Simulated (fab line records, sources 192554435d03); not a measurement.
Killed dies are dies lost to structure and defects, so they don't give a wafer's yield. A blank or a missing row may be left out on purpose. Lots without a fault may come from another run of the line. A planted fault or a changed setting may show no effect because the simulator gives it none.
A struck lot beside a sound one | flow n5_finfet | 19 steps out of a route of 1938
Sound: wafers L668.1, L668.3, L668.4. Struck: wafer L673.6. (L673.3, L673.5 of the same lot were not struck and are left out.) The cause comes at the end.
At each step with rows: each side's tool, then ch and its chambers, then its first start. Under that, the readings that differ: sound wafers | struck wafers | difference of the means | sigmas: that difference in standard deviations of wafers without a fault.
alike: readings whose means differ by less than 2 such deviations, and words and numbers that are the same on both sides. not compared: withheld readings, readings that some wafer has no value for, bounds like >300 that may hide the same value, and numbers for which the record gives no deviation and whose values overlap.
The two part at a step that has a row with sigmas, a row that says differs or no value, or rows on one side only. Numbers that don't overlap but have no deviation are shown without sigmas and don't part them. A reading that every wafer of one side lacks parts them only if that side has two wafers or more.

N5_BEOL_M12_ETCH_68: etches SOC in N2/H2, time 285 s.
  sound on rie_diel-02 ch 0,1,2, day 14 06:59; struck on rie_diel-02 ch 3, day 16 04:41
  alike: drypump_motor_current_A, oes_product_au, rf_vpp_V, showerhead_plenum_p_Torr, throttle_valve_pct
  not compared: rf_hours_counter_h
then, 1 step without rows for these wafers: N5_BEOL_M12_STRIP_69 (strips in N2/H2).
N5_BEOL_M12_TRENCH_ETCH_34: etches SiOC in C4F8/O2/Ar, target depth 318.95 nm, time 125.5 s.
  sound on rie_diel-02 ch 0,1,2, day 14 07:10; struck on rie_diel-02 ch 3, day 16 04:52
  reading                | sound             | struck | difference | sigmas
  throttle_valve_pct (%) | 24.15 23.88 24.19 | 24.50  | +0.43      | +2
  alike: drypump_motor_current_A, oes_product_au, rf_vpp_V, showerhead_plenum_p_Torr
  not compared: rf_hours_counter_h
then, 1 step without rows for these wafers: N5_BEOL_M12_STRIP_70 (strips in C4F8/O2/Ar).
N5_BEOL_M12_OCD_MEAS_35:
  sound on ocd-01, day 14 07:20; struck on ocd-01, day 16 05:01
  alike: trench_depth_nm
then, 1 step without rows for these wafers: N5_BEOL_M12_STRIP_37 (strips in N2/H2).
N5_BEOL_M12_ETCH_38: etches SiCN in CF4/N2, target depth 68.7 nm, time 73.4 s.
  sound on rie_diel-02 ch 0,1,2, day 14 08:27; struck on rie_diel-03 ch 0, day 16 08:09
  alike: drypump_motor_current_A, oes_product_au, rf_vpp_V, showerhead_plenum_p_Torr, throttle_valve_pct
  not compared: rf_hours_counter_h
then, 4 steps without rows for these wafers: N5_BEOL_M12_PRECLEAN_39 (cleans in residue remover, time 60 s); N5_BEOL_M12_SRD_40 (time 30 s, dry time 30 s); N5_BEOL_M12_DEGAS_41 (time 60 s); N5_BEOL_M12_PRE_CLEAN_42 (time 30 s).
N5_BEOL_M12_SPUTTER_43: material TaN, target thk 15 nm, time 24.19 s.
  sound on pvd_sputter-02, day 14 09:04; struck on pvd_sputter-03, day 16 09:00
  alike: throttle_valve_pct
N5_BEOL_M12_SPUTTER_44: material Ta, target thk 10 nm, time 16.13 s.
  sound on pvd_sputter-02, day 14 09:09; struck on pvd_sputter-03, day 16 09:05
  reading                                     | sound      | struck | difference | sigmas
  model.Ta_of_BEOL_M12_SPUTTER_44.thk_nm (nm) | 10 10 10.2 | 7.6    | -2.5       |
  alike: throttle_valve_pct
N5_BEOL_M12_SPUTTER_45: material Cu, target thk 80 nm, time 13.33 s.
  sound on pvd_sputter-02, day 14 09:14; struck on pvd_sputter-03, day 16 09:10
  alike: throttle_valve_pct
then, 2 steps without rows for these wafers: N5_BEOL_M12_ECD_47 (material Cu, target thk 720 nm); N5_BEOL_M12_ANNEAL_48 (time 90 s).
N5_BEOL_M12_CMP_49: polishes, stops on SiOC, t overpolish 20.6 s, target thk 320 nm.
  sound on cmp-01 ch 0,1,3, day 14 09:58; struck on cmp-02 ch 2, day 16 09:50
  reading                      | sound          | struck | difference | sigmas
  barrier_field_endpoint_s (s) | 31.1 30.1 31.2 | 27.8   | -3.0       | -4
  alike: head_pressure_psi, motor_current_A, slurry_filter_dp_kPa
N5_BEOL_M12_THK_MEAS_50: measures by xrf.
  sound on film_metro-02, day 14 10:15; struck on film_metro-01, day 16 10:01
  alike: M12_THK
N5_PASSIVATION_PROBE_49:
  the record has rows for the struck wafers here (prober-01, day 18 01:38) and none for the sound ones

WHERE THEY PART
First at N5_BEOL_M12_TRENCH_ETCH_34; last, within this record, at N5_PASSIVATION_PROBE_49.

WHY: what the simulator had put in
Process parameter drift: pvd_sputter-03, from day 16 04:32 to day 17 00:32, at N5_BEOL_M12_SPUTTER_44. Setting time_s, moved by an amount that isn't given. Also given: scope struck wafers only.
